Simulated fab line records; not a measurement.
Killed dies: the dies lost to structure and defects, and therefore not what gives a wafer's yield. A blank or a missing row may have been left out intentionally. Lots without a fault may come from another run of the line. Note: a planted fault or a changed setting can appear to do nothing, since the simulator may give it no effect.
Which tool did it? | flow nand_harc | Sampling: 14 lots, 42 wafers, 4 of 1159 route steps

== WHAT THE GAUGES READ, wafer by wafer ==
No reading from a measuring or inspecting step in the record can be judged against a usual standard deviation.

== WHICH TOOL RAN EACH LOT (tool, then ch and the chambers of the sampled wafers, then the start) ==
lot  | NHARC_P_CONTACT_DESCUM_17          | NHARC_P_CONTACT_ETCH_35            | NHARC_P_M0_EXPOSE_06               | NHARC_P_M0_ETCH_15
L746 | rie_diel-10 ch 0,1,2, day 6 04:55  | rie_diel-10 ch 0,1,3, day 6 05:00  | arfi_scanner-01 ch 0, day 6 11:07  | rie_diel-13 ch 0,1, no start
L747 | rie_diel-04 ch 0,1,2, day 6 15:53  | rie_diel-04 ch 2,3, day 6 15:58    | arfi_scanner-02 ch 0, day 7 00:08  | rie_diel-02 ch 0,1,2, no start
L750 | rie_diel-04 ch 1,2,3, day 6 21:13  | rie_diel-04 ch 0,1,2, day 6 21:17  | arfi_scanner-01 ch 0, day 7 01:04  | rie_diel-02 ch 0,3, no start
L749 | rie_diel-03 ch 0,1,2, day 6 22:06  | rie_diel-03 ch 0,1, day 6 22:11    | arfi_scanner-03 ch 0, day 7 01:57  | rie_diel-13 ch 0,1, no start
L751 | rie_diel-04 ch 1,3, day 7 08:22    | rie_diel-04 ch 1,2,3, day 7 08:28  | arfi_scanner-03 ch 0, day 7 12:14  | rie_diel-06 ch 0,1,3, no start
L753 | rie_diel-04 ch 0,2,3, day 7 18:37  | rie_diel-04 ch 0,1,3, day 7 18:42  | arfi_scanner-02 ch 0, day 7 22:28  | rie_diel-02 ch 0,1,3, no start
L754 | rie_diel-04 ch 2,3, day 8 07:52    | rie_diel-04 ch 1,2, day 8 07:56    | arfi_scanner-01 ch 0, day 8 12:25  | rie_diel-02 ch 0,1,3, no start
L756 | rie_diel-03 ch 0,1, day 8 21:45    | rie_diel-03 ch 2,3, day 8 21:49    | arfi_scanner-03 ch 0, day 9 01:37  | rie_diel-02 ch 1,2,3, no start
L758 | rie_diel-03 ch 0,1, day 9 06:29    | rie_diel-03 ch 0,1,2, day 9 06:34  | arfi_scanner-03, day 9 17:54       | rie_diel-06 ch 1,2,3, no start
L761 | rie_diel-04 ch 0,3, day 9 14:40    | rie_diel-04 ch 0,3, day 9 14:45    | arfi_scanner-02, day 9 23:52       | rie_diel-02 ch 0,2,3, no start
L760 | rie_diel-04 ch 0,3, day 9 16:34    | rie_diel-04 ch 1,3, day 9 16:39    | arfi_scanner-01 ch 0, day 10 00:48 | rie_diel-06 ch 1,2, no start
L765 | rie_diel-03 ch 0,1, day 10 20:37   | rie_diel-03 ch 0,1,2, day 10 20:43 | arfi_scanner-01 ch 0, day 11 00:41 | rie_diel-13 ch 0,2,3, no start
L766 | rie_diel-04 ch 1,2,3, day 10 21:19 | rie_diel-04 ch 1,2,3, day 10 21:25 | arfi_scanner-03 ch 0, day 11 01:17 | rie_diel-13 ch 0,2,3, no start
L767 | rie_diel-03 ch 0,1,3, day 11 13:44 | rie_diel-03 ch 0,2,3, day 11 13:49 | arfi_scanner-03 ch 0, day 11 18:02 | rie_diel-06 ch 2,3, no start
- NHARC_P_CONTACT_DESCUM_17: chemistry O2, time 3 s.
- NHARC_P_CONTACT_ETCH_35: etches the open film in CF4, target depth 39 nm, time 65 s.
- NHARC_P_M0_EXPOSE_06: exposes mask P M0, target cd 90 nm.
- NHARC_P_M0_ETCH_15: etches the open film in C4F8/Ar, target depth 150 nm, overetch 15 nm, time 82.5 s.

== AS READ BY THE TOOLS THEMSELVES (means over the sampled wafers that have a number; for cases with no such wafer, the mark the record gives instead) ==
NHARC_P_CONTACT_DESCUM_17. Usual: chamber_pressure_mTorr 60.00 mTorr, standard deviation 0.054; drypump_motor_current_A 5.6 A, standard deviation 0.51; o2_flow_sccm 200.0 sccm, standard deviation 0.64; oes_product_au 0.999 a.u., standard deviation 0.0065; rf_vpp_V 58.1 V, standard deviation 0.89; showerhead_plenum_p_Torr 1.95 Torr, standard deviation 0.068; throttle_valve_pct 11.312 %, standard deviation 0.0094.
lot  | tool        | chamber_pressure_mTorr (mTorr) | drypump_motor_current_A (A) | o2_flow_sccm (sccm) | oes_product_au (a.u.) | rf_vpp_V (V) | showerhead_plenum_p_Torr (Torr) | throttle_valve_pct (%) | flag
L746 | rie_diel-10 | 60.01                          | 5.6                         | 200.1               | 0.996                 | 58.3         | 1.84                            | 11.299                 |
L747 | rie_diel-04 | 59.96                          | 5.3                         | 200.1               | 1.000                 | 57.7         | 2.00                            | 11.310                 |
L750 | rie_diel-04 | 60.06                          | 5.7                         | 200.5               | 0.995                 | 58.4         | 1.97                            | 11.310                 |
L749 | rie_diel-03 | 60.01                          | 5.7                         | 199.8               | 1.002                 | 57.3         | 1.91                            | 11.311                 |
L751 | rie_diel-04 | 60.02                          | 5.6                         | 200.2               | 1.001                 | 58.0         | 2.01                            | 11.308                 |
L753 | rie_diel-04 | 60.05                          | 5.7                         | 199.8               | 1.003                 | 58.0         | 1.96                            | 11.312                 |
L754 | rie_diel-04 | 60.00                          | 6.1                         | 199.8               | 0.998                 | 58.2         | 1.93                            | 11.305                 |
L756 | rie_diel-03 | 59.96                          | 6.0                         | 199.9               | 1.000                 | 57.6         | 1.96                            | 11.301                 |
L758 | rie_diel-03 | 59.99                          | 6.0                         | 200.3               | 1.001                 | 58.1         | 1.96                            | 11.315                 |
L761 | rie_diel-04 | 59.97                          | 6.1                         | 199.6               | 1.011                 | 58.7         | 1.96                            | 11.308                 |
L760 | rie_diel-04 | 60.01                          | 6.1                         | 200.0               | 1.013                 | 57.9         | 1.96                            | 11.314                 |
L765 | rie_diel-03 | 60.03                          | 6.0                         | 199.9               | 0.993                 | 58.0         | 1.96                            | 11.302                 |
L766 | rie_diel-04 | 60.00                          | 5.7                         | 199.9               | 0.997                 | 57.5         | 1.96                            | 11.314                 |
L767 | rie_diel-03 | 59.97                          | 5.7                         | 200.0               | 0.998                 | 57.7         | 1.92                            | 11.307                 |

NHARC_P_CONTACT_ETCH_35. Usual: chamber_pressure_mTorr 49.99 mTorr, standard deviation 0.049; drypump_motor_current_A 5.5 A, standard deviation 0.49; oes_product_au 1.000 a.u., standard deviation 0.0069; rf_fwd_power_W 297.4 W, standard deviation 1.1; rf_vpp_V 151.6 V, standard deviation 1.1; showerhead_plenum_p_Torr 1.80 Torr, standard deviation 0.061; throttle_valve_pct 13.285 %, standard deviation 0.0093.
lot  | tool        | chamber_pressure_mTorr (mTorr) | drypump_motor_current_A (A) | oes_product_au (a.u.) | rf_fwd_power_W (W) | rf_vpp_V (V) | showerhead_plenum_p_Torr (Torr) | throttle_valve_pct (%) | flag
L746 | rie_diel-10 | 49.95                          | 5.4                         | 0.998                 | 296.9              | 150.4        | 1.73                            | 13.291                 |
L747 | rie_diel-04 | 49.98                          | 6.1                         | 0.998                 | 296.8              | 151.3        | 1.79                            | 13.283                 |
L750 | rie_diel-04 | 49.96                          | 5.3                         | 1.003                 | 297.0              | 151.9        | 1.84                            | 13.290                 |
L749 | rie_diel-03 | 49.98                          | 5.9                         | 1.004                 | 297.5              | 151.8        | 1.78                            | 13.285                 |
L751 | rie_diel-04 | 49.98                          | 5.7                         | 0.991                 | 298.5              | 152.1        | 1.82                            | 13.284                 |
L753 | rie_diel-04 | 49.99                          | 5.7                         | 0.996                 | 298.1              | 152.8        | 1.85                            | 13.276                 |
L754 | rie_diel-04 | 49.96                          | 5.3                         | 0.999                 | 297.3              | 151.6        | 1.81                            | 13.289                 |
L756 | rie_diel-03 | 49.99                          | 5.0                         | 0.996                 | 296.7              | 150.2        | 1.73                            | 13.284                 |
L758 | rie_diel-03 | 50.02                          | 5.6                         | 1.000                 | 298.0              | 151.9        | 1.76                            | 13.284                 |
L761 | rie_diel-04 | 49.97                          | 5.7                         | 1.002                 | 297.5              | 152.8        | 1.84                            | 13.281                 |
L760 | rie_diel-04 | 49.99                          | 5.7                         | 1.000                 | 298.6              | 152.4        | 1.85                            | 13.290                 |
L765 | rie_diel-03 | 49.97                          | 5.7                         | 0.993                 | 297.9              | 151.7        | 1.76                            | 13.291                 |
L766 | rie_diel-04 | 50.03                          | 5.7                         | 0.998                 | 297.0              | 151.2        | 1.81                            | 13.287                 |
L767 | rie_diel-03 | 49.99                          | 5.4                         | 0.999                 | 296.9              | 150.9        | 1.76                            | 13.282                 |

NHARC_P_M0_EXPOSE_06. Usual: exposure_dose_mJ_cm2 81.28, standard deviation 0.079; focus_offset_nm -0.1 nm, standard deviation 0.49.
lot  | tool            | exposure_dose_mJ_cm2 | focus_offset_nm (nm) | flag
L746 | arfi_scanner-01 | 81.17                | -0.8                 |
L747 | arfi_scanner-02 | 81.32                | -0.1                 |
L750 | arfi_scanner-01 | 81.34                | 0.1                  |
L749 | arfi_scanner-03 | 81.21                | 0.3                  |
L751 | arfi_scanner-03 | 81.30                | 0.1                  |
L753 | arfi_scanner-02 | 81.30                | -0.7                 |
L754 | arfi_scanner-01 | 81.25                | -0.1                 |
L756 | arfi_scanner-03 | 81.35                | -0.1                 |
L758 | arfi_scanner-03 | -                    | -                    | OFF
L761 | arfi_scanner-02 | -                    | -                    | OFF
L760 | arfi_scanner-01 | 81.27                | 0.3                  |
L765 | arfi_scanner-01 | 81.32                | -0.0                 |
L766 | arfi_scanner-03 | 81.21                | -0.7                 |
L767 | arfi_scanner-03 | 81.29                | 0.1                  |

NHARC_P_M0_ETCH_15. Usual: chamber_pressure_mTorr 24.999 mTorr, standard deviation 0.021; oes_product_au 0.950 a.u., standard deviation 0.023; rf_fwd_power_W 595.5 W, standard deviation 2; rf_vpp_V 441.6 V, standard deviation 2.5.
lot  | tool        | chamber_pressure_mTorr (mTorr) | oes_product_au (a.u.) | rf_fwd_power_W (W) | rf_vpp_V (V) | flag
L746 | rie_diel-13 | 24.991                         | 0.973                 | 595.0              | 439.9        |
L747 | rie_diel-02 | 25.020                         | 0.973                 | 593.8              | 439.1        |
L750 | rie_diel-02 | 24.988                         | 0.973                 | 593.3              | 439.2        |
L749 | rie_diel-13 | 24.999                         | 0.967                 | 596.1              | 441.1        |
L751 | rie_diel-06 | 24.988                         | 0.956                 | 595.5              | 442.6        |
L753 | rie_diel-02 | 25.014                         | 0.968                 | 597.3              | 438.3        |
L754 | rie_diel-02 | 24.995                         | 0.966                 | 596.2              | 437.9        |
L756 | rie_diel-02 | 25.008                         | 0.965                 | 595.5              | 439.7        |
L758 | rie_diel-06 | 25.002                         | 0.921                 | 594.8              | 444.2        |
L761 | rie_diel-02 | 25.000                         | 0.966                 | 595.4              | 439.8        |
L760 | rie_diel-06 | 25.017                         | 0.930                 | 595.1              | 444.2        |
L765 | rie_diel-13 | 25.006                         | 0.926                 | 597.1              | 441.2        |
L766 | rie_diel-13 | 24.987                         | 0.917                 | 596.1              | 441.4        |
L767 | rie_diel-06 | 25.006                         | 0.963                 | 596.9              | 442.9        |

== THE ANSWER, worked out from the rows above alone ==
Rule: take the mean of a lot's wafers that have a number; if it is more than 3 standard deviations from the usual mean, the lot is off. Also off: a lot with no number at a reading for which 4 or more lots have one. Where the step has rows for the other lots, those lots are counted as sound. First the gauges in route order, then the tools' own readings, where a lot's mean is used as printed above. The first step at which some lot is off is used, and at that step the reading that is off furthest; a lot without a number counts as furthest.
Off, at NHARC_P_M0_EXPOSE_06 on exposure_dose_mJ_cm2: L758, L761. Without a number there: L758, L761.
If a tool, at that step or one of the process steps before it, ran each lot that is off and ran no sound lot following the first of them, it fits. None of those tried fits.

== WHAT THE SIMULATOR HAD PUT IN ==
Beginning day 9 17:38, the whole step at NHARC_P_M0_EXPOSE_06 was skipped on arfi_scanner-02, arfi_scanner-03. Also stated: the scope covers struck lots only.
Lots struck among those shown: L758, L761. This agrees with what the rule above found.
